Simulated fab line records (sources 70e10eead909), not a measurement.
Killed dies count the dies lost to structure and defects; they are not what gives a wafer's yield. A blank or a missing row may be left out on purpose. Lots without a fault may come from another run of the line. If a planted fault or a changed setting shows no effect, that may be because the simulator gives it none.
Chamber matching || flow nand_harc || NHARC_A_WL_FILL_ALD_02 on ald_metal-01: 4 sister chambers
The step deposits TiN, target thk 2 nm, pulse time 3 s, ald cycles 100. 4 wafers are shown with their chamber, then 7 later ones without.

WAFERS WITH THEIR CHAMBER
{"wafer": "L080.6", "chamber": 3, "heater_power_w (W)": 1154}
{"wafer": "L084.1", "chamber": 1, "heater_power_w (W)": 1063}
{"wafer": "L088.1", "chamber": 2, "heater_power_w (W)": 995}
{"wafer": "L088.4", "chamber": 0, "heater_power_w (W)": 1105}

WAFERS WHOSE CHAMBER IS MISSING
{"wafer": "L088.6", "heater_power_w (W)": 1148}
{"wafer": "L092.2", "heater_power_w (W)": 1098}
{"wafer": "L092.3", "heater_power_w (W)": 1126}
{"wafer": "L092.5", "heater_power_w (W)": 1085}
{"wafer": "L097.1", "heater_power_w (W)": 1171}
{"wafer": "L097.2", "heater_power_w (W)": 1099}
{"wafer": "L097.4", "heater_power_w (W)": 1147}

WHICH CHAMBER EACH WENT THROUGH
{"wafer": "L088.6", "from the rows above": 3, "in truth": 3}
{"wafer": "L092.2", "from the rows above": 0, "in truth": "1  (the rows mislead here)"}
{"wafer": "L092.3", "from the rows above": "can't be placed: 0 or 3", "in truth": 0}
{"wafer": "L092.5", "from the rows above": "can't be placed: 0 or 1", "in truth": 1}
{"wafer": "L097.1", "from the rows above": 3, "in truth": 3}
{"wafer": "L097.2", "from the rows above": 0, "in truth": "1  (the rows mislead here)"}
{"wafer": "L097.4", "from the rows above": 3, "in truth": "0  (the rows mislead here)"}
2 of 7 placed correctly. From these rows, 2 cannot be placed; in 2 the true chamber is one of the candidates. Wrongly placed: 3.
How it was worked out, from the rows above alone: a wafer's distance from a chamber is the root of the sum, over the readings, of the square of ((its reading less the chamber's mean) divided by the reading's scatter). If the next closest chamber is less than 2 further off than the closest, the wafer can't be placed; otherwise it belongs to the closest. A chamber's mean is the mean of its shown wafers. The scatter: root of mean squared gap, hidden wafer to nearest shown wafer, with one shown wafer a chamber.
